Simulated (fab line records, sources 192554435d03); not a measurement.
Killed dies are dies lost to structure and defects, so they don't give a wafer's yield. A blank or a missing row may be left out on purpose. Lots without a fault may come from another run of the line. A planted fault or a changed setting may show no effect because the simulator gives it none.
Chamber matching | flow n5_finfet | N5_PMOS_HMC_CHANNEL_EPI_ETCH_38 on rie_si-02: 4 sister chambers
The step etches SiO2 in CF4, target depth 1.5 nm. 20 wafers are shown with their chamber, then 10 later ones without.

WAFERS WITH THEIR CHAMBER
wafer  | chamber | drypump_motor_current_A (A) | throttle_valve_pct (%) | oes_product_au (a.u.)
L075.1 | 3       | 4.7                         | 21.68                  | 1.015
L075.2 | 1       | 5.7                         | 21.87                  | 0.987
L075.6 | 1       | 5.7                         | 21.85                  | 0.992
L077.2 | 2       | 5.3                         | 21.61                  | 0.978
L077.5 | 0       | 6.0                         | 22.06                  | 1.013
L077.6 | 1       | 5.7                         | 21.87                  | 0.981
L080.2 | 0       | 6.0                         | 22.02                  | 1.017
L080.3 | 1       | 5.7                         | 21.86                  | 0.988
L080.4 | 3       | 4.7                         | 21.68                  | 1.001
L083.1 | 0       | 6.0                         | 22.04                  | 1.015
L083.2 | 1       | 5.7                         | 21.85                  | 0.995
L083.3 | 3       | 4.7                         | 21.69                  | 1.008
L084.1 | 0       | 6.0                         | 22.04                  | 1.000
L084.2 | 3       | 4.7                         | 21.68                  | 1.009
L084.6 | 2       | 5.4                         | 21.62                  | 0.992
L085.1 | 0       | 6.0                         | 22.02                  | 1.015
L085.5 | 0       | 6.0                         | 22.03                  | 1.014
L085.6 | 3       | 4.7                         | 21.69                  | 1.013
L086.2 | 2       | 5.3                         | 21.60                  | 0.991
L086.4 | 0       | 6.0                         | 22.04                  | 1.013

SIGNATURES (means of the wafers above)
reading                 | chamber 0 | chamber 1 | chamber 2 | chamber 3 | scatter within a chamber
drypump_motor_current_A | 6.000     | 5.700     | 5.333     | 4.700     | 0.0204
throttle_valve_pct      | 22.0357   | 21.8600   | 21.6100   | 21.6840   | 0.0109
oes_product_au          | 1.01243   | 0.98860   | 0.98700   | 1.00920   | 0.00583
Rule: a wafer's distance from a chamber is the root of the sum, over the readings, of the square of ((its reading less the chamber's mean) divided by the reading's scatter). The wafer belongs to the nearest chamber; if the next one is less than 2 further off, it can't be placed. The scatter: the root of (the sum of the squares of (reading less its chamber's mean) over the shown wafers, divided by (wafers less chambers)).

WAFERS WITHOUT THEIR CHAMBER
wafer  | drypump_motor_current_A (A) | throttle_valve_pct (%) | oes_product_au (a.u.)
L086.5 | 6.0                         | 22.05                  | 1.018
L088.3 | 5.7                         | 21.85                  | 0.992
L088.5 | 6.0                         | 22.04                  | 1.018
L088.6 | 5.6                         | 21.85                  | 0.978
L089.1 | 6.0                         | 22.02                  | 1.011
L089.5 | 6.1                         | 22.03                  | 1.028
L089.6 | 4.7                         | 21.69                  | 1.015
L097.1 | 5.7                         | 21.85                  | 0.989
L097.3 | 4.7                         | 21.67                  | 1.012
L097.4 | 6.0                         | 22.04                  | 1.011

WHICH CHAMBER EACH WENT THROUGH
wafer  | from the rows above | in truth
L086.5 | 0                   | 0
L088.3 | 1                   | 1
L088.5 | 0                   | 0
L088.6 | 1                   | 1
L089.1 | 0                   | 0
L089.5 | 0                   | 0
L089.6 | 3                   | 3
L097.1 | 1                   | 1
L097.3 | 3                   | 3
L097.4 | 0                   | 0
Placed correctly: 10 of 10. Can't be placed from these rows: 0. Placed wrongly: 0.
